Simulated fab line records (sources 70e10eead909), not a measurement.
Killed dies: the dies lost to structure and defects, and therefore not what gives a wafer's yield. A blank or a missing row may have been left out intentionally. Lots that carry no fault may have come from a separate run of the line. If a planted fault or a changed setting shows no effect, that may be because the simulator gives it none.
Which tool did it? :: flow nand-harc :: 36 wafers from 12 lots sampled at 6 of the route's 1159 steps

== WHAT EACH GAUGE READ, for each wafer ==
NHARC_P_ZERO_WELL_CD_MEAS_24: target cd 720 nm. Usual: cd-nm 720.9 nm, standard deviation 2.2.
lot: L812
measured: day 1 14:38
on: cd-sem-02
cd-nm (nm): 722.8 723.1 723.1
flag: 

lot: L814
measured: day 2 02:35
on: cd-sem-03
cd-nm (nm): 720.9 720.9 723.2
flag: 

lot: L815
measured: day 2 08:35
on: cd-sem-03
cd-nm (nm): 716.6 718.7 719.1
flag: 

lot: L818
measured: day 3 02:29
on: cd-sem-03
cd-nm (nm): 719.2 715.7 717.1
flag: 

lot: L819
measured: day 3 09:14
on: cd-sem-03
cd-nm (nm): 719.8 719.6 720.3
flag: 

lot: L820
measured: day 3 14:37
on: cd-sem-01
cd-nm (nm): 722.1 720.7 720.8
flag: 

lot: L821
measured: day 3 20:21
on: cd-sem-02
cd-nm (nm): 723.5 723.8 722.4
flag: 

lot: L822
measured: day 4 02:28
on: cd-sem-01
cd-nm (nm): - - -
flag: OFF

lot: L825
measured: day 4 20:28
on: cd-sem-01
cd-nm (nm): 723.0 719.9 720.0
flag: 

lot: L832
measured: day 6 14:29
on: cd-sem-02
cd-nm (nm): 719.9 719.1 719.1
flag: 

lot: L834
measured: day 7 02:28
on: cd-sem-02
cd-nm (nm): 723.3 724.3 723.2
flag: 

lot: L835
measured: day 7 08:36
on: cd-sem-03
cd-nm (nm): 721.9 723.1 724.1
flag: 

NHARC_P_STI_OVL_MEAS_10. Usual: overlay-x-nm -1 nm, standard deviation 5.4; overlay-y-nm 0 nm, standard deviation 6.1.
lot: L812
measured: day 2 12:37
on: overlay-01
overlay-x-nm (nm): 6 6 6
overlay-y-nm (nm): 12 12 12
flag: 

lot: L814
measured: day 3 01:38
on: overlay-01
overlay-x-nm (nm): 0 -1 -1
overlay-y-nm (nm): -4 -5 -4
flag: 

lot: L815
measured: day 3 01:36
on: overlay-02
overlay-x-nm (nm): -9 -8 -8
overlay-y-nm (nm): 9 9 9
flag: 

lot: L818
measured: day 3 23:21
on: overlay-02
overlay-x-nm (nm): -4 -4 -3
overlay-y-nm (nm): 1 1 1
flag: 

lot: L819
measured: day 4 10:28
on: overlay-02
overlay-x-nm (nm): -10 -10 -9
overlay-y-nm (nm): -3 -3 -3
flag: 

lot: L820
measured: day 4 10:17
on: overlay-01
overlay-x-nm (nm): 10 10 9
overlay-y-nm (nm): -7 -8 -9
flag: 

lot: L821
measured: day 4 17:59
on: overlay-01
overlay-x-nm (nm): 0 0 -1
overlay-y-nm (nm): 5 5 5
flag: 

lot: L825
measured: day 5 18:33
on: overlay-01
overlay-x-nm (nm): 0 0 0
overlay-y-nm (nm): -11 -11 -10
flag: 

lot: L832
measured: day 7 10:31
on: overlay-02
overlay-x-nm (nm): 1 1 1
overlay-y-nm (nm): -5 -5 -5
flag: 

lot: L834
measured: day 8 02:35
on: overlay-01
overlay-x-nm (nm): 6 5 5
overlay-y-nm (nm): -1 0 -1
flag: 

lot: L835
measured: day 8 08:32
on: overlay-02
overlay-x-nm (nm): -8 -8 -8
overlay-y-nm (nm): 12 12 12
flag: 

NHARC_END_SORT_01. Usual: killed-at-array 27, standard deviation 11; killed-at-other 0.6, standard deviation 1; killed-at-periphery 3.0, standard deviation 2.1; killed-dies 31, standard deviation 12; killed-open 3.2, standard deviation 1.7; killed-short 1.7, standard deviation 1.4.
lot: L822
measured: day 21 18:46
on: prober-01
killed-at-array: 15 9 8
killed-at-other: 0 0 1
killed-at-periphery: 662 668 668
killed-dies: 677 677 677
killed-open: 3 3 1
killed-short: 2 1 1
flag: OFF

== WHICH TOOL RAN EACH LOT (tool, then ch and the chambers of the sampled wafers, then the start) ==
lot: L812
NHARC_P_ZERO_WELL_EXPOSE_21: krf-scanner-02 ch 0, day 1 14:29
NHARC_P_GATE_DEP_103: pecvd-02 ch 0,2, day 4 17:33
NHARC_P_GATE_ETCH_32: rie-si-03 ch 0,2,3, day 4 18:47

lot: L814
NHARC_P_ZERO_WELL_EXPOSE_21: krf-scanner-01 ch 0, day 2 02:25
NHARC_P_GATE_DEP_103: pecvd-02 ch 0,1, day 5 03:25
NHARC_P_GATE_ETCH_32: rie-si-05 ch 0,1,2, day 5 04:51

lot: L815
NHARC_P_ZERO_WELL_EXPOSE_21: krf-scanner-02 ch 0, day 2 08:25
NHARC_P_GATE_DEP_103: pecvd-01 ch 0,1,2, day 5 03:26
NHARC_P_GATE_ETCH_32: rie-si-03 ch 0,1,3, day 5 05:14

lot: L818
NHARC_P_ZERO_WELL_EXPOSE_21: krf-scanner-04 ch 0, day 3 02:19
NHARC_P_GATE_DEP_103: pecvd-03 ch 0,1, day 6 04:08
NHARC_P_GATE_ETCH_32: rie-si-03 ch 0,1,2, day 6 05:22

lot: L819
NHARC_P_ZERO_WELL_EXPOSE_21: krf-scanner-02 ch 0, day 3 09:05
NHARC_P_GATE_DEP_103: pecvd-03 ch 0,1,2, day 6 14:35
NHARC_P_GATE_ETCH_32: rie-si-02 ch 0,2,3, day 6 16:11

lot: L820
NHARC_P_ZERO_WELL_EXPOSE_21: krf-scanner-04 ch 0, day 3 14:28
NHARC_P_GATE_DEP_103: pecvd-01 ch 0,1, day 6 14:32
NHARC_P_GATE_ETCH_32: rie-si-03 ch 0,1, day 6 15:52

lot: L821
NHARC_P_ZERO_WELL_EXPOSE_21: krf-scanner-04 ch 0, day 3 20:12
NHARC_P_GATE_DEP_103: pecvd-01 ch 0,1,2, day 6 21:19
NHARC_P_GATE_ETCH_32: rie-si-02 ch 0,1,3, day 6 22:43

lot: L822
NHARC_P_ZERO_WELL_EXPOSE_21: krf-scanner-01 ch 0, day 4 02:18
NHARC_P_GATE_DEP_103: -
NHARC_P_GATE_ETCH_32: -

lot: L825
NHARC_P_ZERO_WELL_EXPOSE_21: krf-scanner-04 ch 0, day 4 20:19
NHARC_P_GATE_DEP_103: pecvd-03 ch 0,1, day 7 19:25
NHARC_P_GATE_ETCH_32: rie-si-02 ch 1,3, day 7 21:23

lot: L832
NHARC_P_ZERO_WELL_EXPOSE_21: krf-scanner-01 ch 0, day 6 14:19
NHARC_P_GATE_DEP_103: pecvd-01 ch 0,1,2, day 9 13:19
NHARC_P_GATE_ETCH_32: rie-si-02 ch 0,1,3, day 9 15:05

lot: L834
NHARC_P_ZERO_WELL_EXPOSE_21: krf-scanner-04 ch 0, day 7 02:19
NHARC_P_GATE_DEP_103: pecvd-01 ch 0,1,2, day 10 07:59
NHARC_P_GATE_ETCH_32: rie-si-05 ch 1,2,3, day 10 09:20

lot: L835
NHARC_P_ZERO_WELL_EXPOSE_21: krf-scanner-02 ch 0, day 7 08:26
NHARC_P_GATE_DEP_103: pecvd-02 ch 0,2, day 10 07:47
NHARC_P_GATE_ETCH_32: rie-si-03 ch 0,1,3, day 10 08:58
- NHARC_P_ZERO_WELL_EXPOSE_21: exposes mask P NWELL, target cd 720 nm.
- NHARC_P_GATE_DEP_103: deposits SiON, target thk 30 nm.
- NHARC_P_GATE_ETCH_32: etches the open film in HBr/Cl2, target depth 150 nm, time 100.1 s.

== AS READ BY THE TOOLS THEMSELVES (means over the sampled wafers that have a number; for cases with no such wafer, the mark the record gives instead) ==
NHARC_P_ZERO_WELL_EXPOSE_21. Usual: reticle-temp-C 23.04 C, standard deviation 0.11; stage-vel-mm-s 500.03 mm/s, standard deviation 0.26.
lot: L812
tool: krf-scanner-02
reticle-temp-C (C): 22.93
stage-vel-mm-s (mm/s): 499.97
flag: 

lot: L814
tool: krf-scanner-01
reticle-temp-C (C): 22.99
stage-vel-mm-s (mm/s): 500.15
flag: 

lot: L815
tool: krf-scanner-02
reticle-temp-C (C): 22.94
stage-vel-mm-s (mm/s): 499.83
flag: 

lot: L818
tool: krf-scanner-04
reticle-temp-C (C): 22.99
stage-vel-mm-s (mm/s): 499.95
flag: 

lot: L819
tool: krf-scanner-02
reticle-temp-C (C): 23.04
stage-vel-mm-s (mm/s): 499.80
flag: 

lot: L820
tool: krf-scanner-04
reticle-temp-C (C): 22.99
stage-vel-mm-s (mm/s): 499.95
flag: 

lot: L821
tool: krf-scanner-04
reticle-temp-C (C): 23.12
stage-vel-mm-s (mm/s): 499.79
flag: 

lot: L822
tool: krf-scanner-01
reticle-temp-C (C): 22.88
stage-vel-mm-s (mm/s): 500.09
flag: 

lot: L825
tool: krf-scanner-04
reticle-temp-C (C): 23.03
stage-vel-mm-s (mm/s): 500.35
flag: 

lot: L832
tool: krf-scanner-01
reticle-temp-C (C): 23.06
stage-vel-mm-s (mm/s): 500.00
flag: 

lot: L834
tool: krf-scanner-04
reticle-temp-C (C): 23.02
stage-vel-mm-s (mm/s): 500.33
flag: 

lot: L835
tool: krf-scanner-02
reticle-temp-C (C): 23.09
stage-vel-mm-s (mm/s): 499.87
flag: 

NHARC_P_GATE_DEP_103. Usual: heater-power-w 728 W, standard deviation 62.
lot: L812
tool: pecvd-02
heater-power-w (W): 722
flag: 

lot: L814
tool: pecvd-02
heater-power-w (W): 820
flag: 

lot: L815
tool: pecvd-01
heater-power-w (W): 743
flag: 

lot: L818
tool: pecvd-03
heater-power-w (W): 661
flag: 

lot: L819
tool: pecvd-03
heater-power-w (W): 706
flag: 

lot: L820
tool: pecvd-01
heater-power-w (W): 767
flag: 

lot: L821
tool: pecvd-01
heater-power-w (W): 779
flag: 

lot: L825
tool: pecvd-03
heater-power-w (W): 640
flag: 

lot: L832
tool: pecvd-01
heater-power-w (W): 765
flag: 

lot: L834
tool: pecvd-01
heater-power-w (W): 758
flag: 

lot: L835
tool: pecvd-02
heater-power-w (W): 701
flag: 

NHARC_P_GATE_ETCH_32. Usual: bias-w 100.02 W, standard deviation 0.29; drypump-motor-current-A 5.5 A, standard deviation 0.44; oes-product-au 0.998 a.u., standard deviation 0.0096; throttle-valve-pct 26.405 %, standard deviation 0.0091.
lot: L812
tool: rie-si-03
bias-w (W): 100.11
drypump-motor-current-A (A): 5.7
oes-product-au (a.u.): 0.995
throttle-valve-pct (%): 26.408
flag: 

lot: L814
tool: rie-si-05
bias-w (W): 100.24
drypump-motor-current-A (A): 5.4
oes-product-au (a.u.): 1.004
throttle-valve-pct (%): 26.415
flag: 

lot: L815
tool: rie-si-03
bias-w (W): 99.98
drypump-motor-current-A (A): 5.6
oes-product-au (a.u.): 1.004
throttle-valve-pct (%): 26.408
flag: 

lot: L818
tool: rie-si-03
bias-w (W): 99.92
drypump-motor-current-A (A): 5.6
oes-product-au (a.u.): 1.000
throttle-valve-pct (%): 26.399
flag: 

lot: L819
tool: rie-si-02
bias-w (W): 100.11
drypump-motor-current-A (A): 5.2
oes-product-au (a.u.): 0.994
throttle-valve-pct (%): 26.401
flag: 

lot: L820
tool: rie-si-03
bias-w (W): 99.94
drypump-motor-current-A (A): 5.9
oes-product-au (a.u.): 0.996
throttle-valve-pct (%): 26.414
flag: 

lot: L821
tool: rie-si-02
bias-w (W): 100.11
drypump-motor-current-A (A): 5.5
oes-product-au (a.u.): 0.986
throttle-valve-pct (%): 26.405
flag: 

lot: L825
tool: rie-si-02
bias-w (W): 100.02
drypump-motor-current-A (A): 5.6
oes-product-au (a.u.): 1.003
throttle-valve-pct (%): 26.399
flag: 

lot: L832
tool: rie-si-02
bias-w (W): 100.37
drypump-motor-current-A (A): 5.5
oes-product-au (a.u.): 0.997
throttle-valve-pct (%): 26.408
flag: 

lot: L834
tool: rie-si-05
bias-w (W): 100.03
drypump-motor-current-A (A): 5.8
oes-product-au (a.u.): 1.001
throttle-valve-pct (%): 26.399
flag: 

lot: L835
tool: rie-si-03
bias-w (W): 100.03
drypump-motor-current-A (A): 5.6
oes-product-au (a.u.): 0.997
throttle-valve-pct (%): 26.403
flag: 

== THE ANSWER, worked out from the rows above alone ==
Rule: a lot counts as off when the mean over its wafers that have a number is more than 3 standard deviations away from the usual mean. Also off: a lot with no number at a reading for which 4 or more lots have one. Any other lot the step has rows for is counted as sound. After the gauges, taken in route order, come the tools' own readings; for these a lot's mean is taken, as printed above. The first step at which some lot is off is used, and at that step the reading that is off furthest; a lot without a number counts as furthest.
Off: L822 (NHARC_P_ZERO_WELL_CD_MEAS_24, cd-nm). Without a number there: L822.
A tool fits if, at a process step before that reading, it ran every lot that is off, and no sound lot after the first of them. The gauges at NHARC_P_ZERO_WELL_CD_MEAS_24 aren't tried: what is off there is off at NHARC_END_SORT_01 too, on other tools, and a gauge's error can't cause that. None of those tried fits.

== WHAT WAS PUT IN BY THE SIMULATOR ==
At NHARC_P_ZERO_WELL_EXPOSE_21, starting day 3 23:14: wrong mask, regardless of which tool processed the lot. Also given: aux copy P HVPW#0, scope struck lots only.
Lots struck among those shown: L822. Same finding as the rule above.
